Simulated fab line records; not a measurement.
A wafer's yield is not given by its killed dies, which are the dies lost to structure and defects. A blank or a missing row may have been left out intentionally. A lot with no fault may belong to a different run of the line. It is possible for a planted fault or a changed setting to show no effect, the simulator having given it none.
Matching of chambers	flow nand-harc	NHARC_HYBRID_BOND_ACTIVATE_00 on rie-diel-03: 4 sister chambers
The step chemistry N2, time 60 s. 8 wafers are shown with their chamber, then 7 later ones without.

## EACH WAFER AND ITS CHAMBER
wafer	chamber	drypump-motor-current-A (A)	oes-product-au (a.u.)
L801.5	3	6.1	1.007
L801.6	0	5.4	1.001
L807.4	0	5.4	0.990
L806.1	2	5.9	0.997
L809.1	2	5.9	0.999
L809.2	1	6.0	1.005
L809.6	3	6.0	0.996
L808.4	1	6.0	0.989

## WAFERS WHOSE CHAMBER IS MISSING
wafer	drypump-motor-current-A (A)	oes-product-au (a.u.)
L808.6	6.0	0.997
L818.3	6.0	1.015
L818.4	6.0	1.002
L818.5	5.4	0.987
L820.3	5.9	1.007
L820.4	6.0	0.989
L820.6	5.9	1.000

## EACH ONE'S CHAMBER
wafer	from the rows above	in truth
L808.6	can't be placed: 1 or 3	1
L818.3	can't be placed: 3 or 1 or 2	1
L818.4	can't be placed: 1 or 3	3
L818.5	0	0
L820.3	can't be placed: 2 or 1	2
L820.4	can't be placed: 1 or 3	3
L820.6	2	2
Correct placement for 2 of the 7. Can't be placed from these rows: 5 (the true chamber is among the candidates in 5). Wrongly placed: 0.
How it was worked out, from the rows above alone: a wafer's distance from a chamber is the root of the sum, over the readings, of the square of ((its reading less the chamber's mean) divided by the reading's scatter). If the next closest chamber is less than 2 further off than the closest, the wafer can't be placed; otherwise it belongs to the closest. For every chamber, the mean is computed from those of its wafers that are shown. How the scatter is found: for the shown wafers, subtract from each reading the mean of its chamber, square and add these, divide the total by (wafers less chambers), then take the root.
